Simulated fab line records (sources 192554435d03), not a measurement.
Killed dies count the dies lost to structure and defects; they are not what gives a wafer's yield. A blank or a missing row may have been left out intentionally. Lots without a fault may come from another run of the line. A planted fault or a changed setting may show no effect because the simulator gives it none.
The tool behind it: which one? | flow n5Finfet | 10 lots, 29 wafers sampled, at 3 steps of a route of 1938

== WHAT THE GAUGES READ, wafer by wafer ==
N5_MOL_CONTACT_COAG_CD_MEAS_137: target cd 16 nm.
lot  | measured     | on       | cdNm (nm)
L230 | day 5 04:32  | cdSem-03 | 16.6 16.0 16.2
L232 | day 5 20:41  | cdSem-01 | 15.5 16.1 16.0
L233 | day 5 22:27  | cdSem-03 | 16.2 15.9 16.0
L234 | day 6 07:28  | cdSem-03 | 15.9 15.8 16.0
L236 | day 6 15:50  | cdSem-02 | 16.1 16.1 15.3
L238 | day 7 04:19  | cdSem-03 | 15.3 15.8 15.7
L241 | day 7 22:55  | cdSem-02 | 15.6 15.6
L250 | day 10 00:16 | cdSem-01 | 15.7 16.1 16.0
L251 | day 10 13:32 | cdSem-02 | 15.7 16.2 16.4
L253 | day 11 04:05 | cdSem-03 | 16.2 16.1 16.1

== WHICH TOOL RAN EACH LOT (tool, then ch and the chambers of the sampled wafers, then the start) ==
lot  | N5_MOL_CONTACT_COAG_ETCH_47       | N5_MOL_CONTACT_COAG_STRIP_119
L230 | rieDiel-02 ch 0,1,2, day 5 04:18  | plasmaAsher-01 ch 0,1, day 5 04:23
L232 | rieDiel-01 ch 0,3, day 5 20:27    | plasmaAsher-02 ch 0,1, day 5 20:33
L233 | rieDiel-01 ch 0,2,3, day 5 22:14  | plasmaAsher-02 ch 0,1, day 5 22:19
L234 | rieDiel-01 ch 0,1,2, day 6 07:14  | plasmaAsher-02 ch 0,1, day 6 07:19
L236 | rieDiel-02 ch 0,1, day 6 15:37    | plasmaAsher-02 ch 0,1, day 6 15:43
L238 | rieDiel-01 ch 1,2,3, day 7 04:05  | plasmaAsher-01 ch 0,1, day 7 04:11
L241 | rieDiel-02 ch 1, day 7 22:41      | plasmaAsher-02 ch 1, day 7 22:47
L250 | rieDiel-02 ch 1,2,3, day 10 00:02 | plasmaAsher-01 ch 0,1, day 10 00:08
L251 | rieDiel-06 ch 2,3, day 10 13:19   | plasmaAsher-02 ch 0,1, day 10 13:25
L253 | rieDiel-01 ch 0,2,3, day 11 03:52 | plasmaAsher-01 ch 0, day 11 03:56
- N5_MOL_CONTACT_COAG_ETCH_47: etches SiNx in CH3F/O2, stops on W, target depth 27 nm.
- N5_MOL_CONTACT_COAG_STRIP_119: strips in N2/H2, time 30 s.

== THE ANSWER, worked out from the rows above alone ==
Rule: usual is defined by the lots themselves. The widest of any qualifying gaps counts: lots, ordered by their means at a reading, are off when they make up no more than a third of the lots, leave a main group of 4 or more, and stand apart from it by 3 or more times the standard deviation of that group's means. A main group is skipped when, at the precision printed for the reading in the tables above, its means are all equal. Also off: a lot with no number at a reading for which 4 or more lots have one. Where the step has rows for the other lots, those lots are counted as sound.
No lot is off at any reading shown: from this, nothing can be told.

== WHAT HAD BEEN PUT IN BY THE SIMULATOR ==
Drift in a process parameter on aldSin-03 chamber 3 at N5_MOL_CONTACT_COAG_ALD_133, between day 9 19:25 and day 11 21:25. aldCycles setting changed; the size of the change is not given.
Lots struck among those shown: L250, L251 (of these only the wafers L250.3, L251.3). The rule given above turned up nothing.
